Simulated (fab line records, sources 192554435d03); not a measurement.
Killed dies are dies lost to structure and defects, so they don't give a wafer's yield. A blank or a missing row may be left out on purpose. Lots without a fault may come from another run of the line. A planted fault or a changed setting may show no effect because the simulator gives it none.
A struck lot beside a sound one | flow n5_finfet | 14 steps out of a route of 1938
Sound: wafers L653.1, L653.4, L653.5. Struck: wafers L640.1, L640.4, L640.6. The cause comes at the end.
At each step with rows: each side's tool, then ch and its chambers, then its first start. Under that, the readings that differ: sound wafers | struck wafers | difference of the means | sigmas: that difference in standard deviations of wafers without a fault.
alike: readings whose means differ by less than 2 such deviations, and words and numbers that are the same on both sides. not compared: withheld readings, readings that some wafer has no value for, bounds like >300 that may hide the same value, and numbers for which the record gives no deviation and whose values overlap.
The two part at a step that has a row with sigmas, a row that says differs or no value, or rows on one side only. Numbers that don't overlap but have no deviation are shown without sigmas and don't part them. A reading that every wafer of one side lacks parts them only if that side has two wafers or more.

N5_MIM_TOP_LITHO_OVL_MEAS_11:
  sound on overlay-01 ch 0, day 17 16:17; struck on overlay-01 ch 0, day 15 14:04
  alike: MIM_TOP_OVL
N5_MIM_TOP_LITHO_INSPECT_12: inspects for defects (macro).
  sound on defect_inspect-01, day 17 16:19; struck on defect_inspect-02, day 15 14:06
  alike: raw_defect_count
N5_MIM_TOP_LITHO_DESCUM_10: chemistry O2, time 7.9 s.
  sound on rie_diel-02 ch 0,3, day 17 16:26; struck on rie_diel-03 ch 2,3, day 15 14:16
  alike: drypump_motor_current_A, oes_product_au, rf_vpp_V, showerhead_plenum_p_Torr, throttle_valve_pct
  not compared: rf_hours_counter_h
N5_MIM_TOP_ETCH_ETCH_00: etches TiN in Cl2/BCl3, target depth 38.5 nm.
  sound on rie_metal-03 ch 0,1, day 17 16:31; struck on rie_metal-03 ch 0, day 15 14:22
  alike: drypump_motor_current_A, oes_product_au, throttle_valve_pct
  not compared: rf_hours_counter_h
N5_MIM_TOP_ETCH_STRIP_01: strips in O2.
  sound on rie_diel-01 ch 0,1,3, day 17 16:40; struck on rie_diel-04 ch 2,3, day 15 14:31
  alike: drypump_motor_current_A, oes_product_au, rf_vpp_V, showerhead_plenum_p_Torr, throttle_valve_pct
  not compared: rf_hours_counter_h
N5_MIM_TOP_ETCH_PECVD_03: deposits SiNx from SiH4/NH3/N2, target thk 20 nm, time 17.6 s.
  sound on pecvd-04 ch 0,1, day 17 16:44; struck on pecvd-02 ch 0,2, day 15 14:34
  reading            | sound       | struck      | difference | sigmas
  heater_power_w (W) | 546 557 777 | 830 844 820 | +205       | +2
  alike: showerhead_plenum_p_Torr, throttle_valve_pct
  not compared: since_wet_clean_h
then, 6 steps without rows for these wafers: N5_MIM_BOT_LITHO_HMDS_01 (time 60 s); N5_MIM_BOT_LITHO_COAT_02; N5_MIM_BOT_LITHO_EBR_04; N5_MIM_BOT_LITHO_SOFTBAKE_03 (time 90 s); N5_MIM_BOT_LITHO_EXPOSE_05 (exposes mask MIM BOT); N5_MIM_BOT_LITHO_PEB_06.
N5_MIM_BOT_LITHO_DEVELOP_07: develop time 60 s.
  sound on litho_track-02 ch 0, day 17 17:05; struck on litho_track-04, day 15 14:49
  no value came back on the struck wafers for chill_plate_temp_C (C), develop_time_s (s), resist_line_temp_C (C); on the sound wafers chill_plate_temp_C (C) reads 22.99 22.94 22.78
  not compared: model.coat_of_MIM_BOT_LITHO_COAT_02.thk_nm
then, 1 step without rows for these wafers: N5_MIM_BOT_LITHO_HARDBAKE_09 (time 120 s).

WHERE THEY PART
First at N5_MIM_TOP_ETCH_PECVD_03; last, within this record, at N5_MIM_BOT_LITHO_DEVELOP_07.

WHY: what the simulator had put in
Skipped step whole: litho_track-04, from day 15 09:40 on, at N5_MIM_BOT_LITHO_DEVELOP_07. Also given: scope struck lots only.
